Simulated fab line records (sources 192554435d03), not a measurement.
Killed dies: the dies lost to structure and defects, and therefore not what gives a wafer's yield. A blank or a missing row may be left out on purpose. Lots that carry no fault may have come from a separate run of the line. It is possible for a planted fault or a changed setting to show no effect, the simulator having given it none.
Split-lot trial + flow n5-finfet + 21 wafers read from 7 lots, route of 1938 steps

## ON THE SPLIT
At N5_ILD0_ALD_15 (deposits SiNx, target thk 24 nm, pulse time 1 s, ald cycles 480), the setting ald-cycles was moved away from the recipe's 480 on 7 of the 21 wafers read, by -12.1% to +14.4%. All remaining wafers had this setting at the recipe value.

The reading comes from the split's own step.

## THE READING
SiNx_of_ILD0_ALD_15.thk-nm (the simulator's own value, which no gauge read), in nm, at N5_ILD0_ALD_15 (deposits SiNx, target thk 24 nm, pulse time 1 s, ald cycles 480). The file does not state a usual value for it. Across the 14 wafers here that went through the recipe, the average is 24.0 nm and the standard deviation 0.15 nm.

| wafer  | tool, chamber at the split | ald-cycles as run | against the recipe | SiNx_of_ILD0_ALD_15.thk-nm, nm | against lot-mates on the recipe |
|--------|----------------------------|-------------------|--------------------|--------------------------------|---------------------------------|
| L076.3 | ald-sin-01, 2,3,0          | 480               | recipe             | 24                             | -                               |
| L076.4 | ald-sin-01, 2,3,0          | 480               | recipe             | 24                             | -                               |
| L076.5 | ald-sin-01, 2,3,0          | 480               | recipe             | 24                             | -                               |
| L079.1 | ald-sin-02, 3              | 480               | recipe             | 24                             | -                               |
| L079.3 | ald-sin-02, 1              | 507               | +5.6%              | 25.6                           | +1.6                            |
| L079.5 | ald-sin-02, 3              | 507               | +5.6%              | 25.4                           | +1.4                            |
| L084.1 | ald-sin-01, 3              | 480               | recipe             | 24.2                           | -                               |
| L084.2 | ald-sin-01, 2              | 480               | recipe             | 24.4                           | -                               |
| L084.4 | ald-sin-01, 1              | 480               | recipe             | 24                             | -                               |
| L085.2 | ald-sin-01, 2              | 543               | +13.1%             | 27.4                           | +3.4                            |
| L085.3 | ald-sin-01, 1,3            | 480               | recipe             | 24                             | -                               |
| L085.4 | ald-sin-01, 1,3            | 480               | recipe             | 24                             | -                               |
| L086.2 | ald-sin-01, 0              | 480               | recipe             | 23.8                           | -                               |
| L086.3 | ald-sin-01, 3              | 422               | -12.1%             | 20.8                           | -3.0                            |
| L086.6 | ald-sin-01, 3              | 422               | -12.1%             | 21                             | -2.8                            |
| L089.1 | ald-sin-02, 3,2            | 480               | recipe             | 23.8                           | -                               |
| L089.5 | ald-sin-02, 3,2            | 480               | recipe             | 23.8                           | -                               |
| L089.3 | ald-sin-02, 2              | 537               | +11.9%             | 26.8                           | +3.0                            |
| L092.1 | ald-sin-03, 2,1            | 480               | recipe             | 24                             | -                               |
| L092.3 | ald-sin-03, 2,1            | 480               | recipe             | 24                             | -                               |
| L092.4 | ald-sin-03, 0              | 549               | +14.4%             | 27.2                           | +3.2                            |
If several chambers appear in one row, that row covers several wafers at once and the file leaves open which wafer was in which chamber.

THE FIT
A straight line over all 21 wafers: SiNx_of_ILD0_ALD_15.thk-nm changes by +0.247 nm for each +1% of ald-cycles; r = +0.99; the points scatter about the line by 0.17 nm.
The same after taking each lot's own level away (the mean of its wafers on the recipe; 21 wafers): +0.243 nm for each +1%; r = +1.00; scatter 0.12 nm.
Per that fit: largest ald-cycles move, reading shift of 3.5 nm.
Measured against the standard deviation above, the lots' own levels, which go from 23.80 to 24.20 nm, span 2.6 times it.
The two slopes are in agreement: the lot-to-lot level therefore moves the slope only a little.
Check: +3.62 nm against its lot-mates is what the line predicts for one of the wafers moved furthest among these (+14.4%) when that wafer is left out of the fit. Against them it came out at +3.2 nm.

## OTHER SPLITS APPLIED TO THESE WAFERS
Note: prior to the reading, these wafers also went through further splits. Each is held against what the fit with the lots' levels taken away leaves over:
| other split on the same wafers | wafers away from the commonest value | r with SiNx_of_ILD0_ALD_15.thk-nm (lot level and that fit taken away) |
|--------------------------------|--------------------------------------|-----------------------------------------------------------------------|
| N5_FIN_SAQP_ALD_61 ald-cycles  | 6                                    | +0.06                                                                 |
| N5_FIN_SAQP_PECVD_47 time-s    | 7                                    | -0.15                                                                 |
| N5_FIN_CUT_COAT_19 spin-rpm    | 8                                    | +0.10                                                                 |
| N5_SD_EPI_P_PEB_07 peb-time-s  | 3                                    | +0.09                                                                 |

## THE FILE'S OWN FIT
SiNx_of_ILD0_ALD_15.thk-nm changes by +0.243 nm for each +1% of ald-cycles, r = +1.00.
